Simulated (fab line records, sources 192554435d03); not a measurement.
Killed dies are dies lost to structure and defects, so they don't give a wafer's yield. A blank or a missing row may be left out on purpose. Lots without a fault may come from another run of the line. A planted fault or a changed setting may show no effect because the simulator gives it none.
Chamber matching | flow n5_finfet | N5_BEOL_M6_ETCH_65 on rie_diel-06: 4 sister chambers
The step etches SiARC in CF4, target depth 15.6 nm, time 26 s. 14 wafers are shown with their chamber, then 7 later ones without.

WAFERS WITH THEIR CHAMBER
wafer  | chamber | showerhead_plenum_p_Torr (Torr) | oes_product_au (a.u.) | drypump_motor_current_A (A)
L075.1 | 3       | 2.24                            | 0.67                  | 5.7
L075.4 | 2       | 2.03                            | 0.60                  | 5.6
L075.5 | 2       | 2.03                            | 0.60                  | 5.6
L082.2 | 3       | 2.23                            | 0.65                  | 5.8
L082.3 | 1       | 2.13                            | 0.81                  | 5.8
L082.6 | 1       | 2.13                            | 0.80                  | 5.8
L085.2 | 0       | 2.21                            | 0.64                  | 6.0
L085.5 | 2       | 2.03                            | 0.59                  | 5.6
L085.6 | 3       | 2.23                            | 0.66                  | 5.7
L086.1 | 0       | 2.21                            | 0.63                  | 6.0
L086.2 | 1       | 2.12                            | 0.79                  | 5.7
L086.5 | 1       | 2.12                            | 0.79                  | 5.7
L089.2 | 2       | 2.02                            | 0.59                  | 5.6
L089.4 | 1       | 2.12                            | 0.78                  | 5.7

SIGNATURES (means of the wafers above)
reading                  | chamber 0 | chamber 1 | chamber 2 | chamber 3 | scatter within a chamber
showerhead_plenum_p_Torr | 2.2100    | 2.1240    | 2.0275    | 2.2333    | 0.00512
oes_product_au           | 0.6350    | 0.7940    | 0.5950    | 0.6600    | 0.00933
drypump_motor_current_A  | 6.000     | 5.740     | 5.600     | 5.733     | 0.0432
Rule: a wafer's distance from a chamber is the root of the sum, over the readings, of the square of ((its reading less the chamber's mean) divided by the reading's scatter). The wafer belongs to the nearest chamber; if the next one is less than 2 further off, it can't be placed. The scatter: the root of (the sum of the squares of (reading less its chamber's mean) over the shown wafers, divided by (wafers less chambers)).

WAFERS WITHOUT THEIR CHAMBER
wafer  | showerhead_plenum_p_Torr (Torr) | oes_product_au (a.u.) | drypump_motor_current_A (A)
L089.6 | 2.02                            | 0.59                  | 5.6
L091.4 | 2.23                            | 0.64                  | 5.7
L091.5 | 2.02                            | 0.58                  | 5.6
L091.6 | 2.12                            | 0.77                  | 5.8
L093.1 | 2.20                            | 0.61                  | 6.0
L093.3 | 2.22                            | 0.64                  | 5.7
L093.4 | 2.20                            | 0.61                  | 6.0

WHICH CHAMBER EACH WENT THROUGH
wafer  | from the rows above | in truth
L089.6 | 2                   | 2
L091.4 | 3                   | 3
L091.5 | 2                   | 2
L091.6 | 1                   | 1
L093.1 | 0                   | 0
L093.3 | 3                   | 3
L093.4 | 0                   | 0
Placed correctly: 7 of 7. Can't be placed from these rows: 0. Placed wrongly: 0.
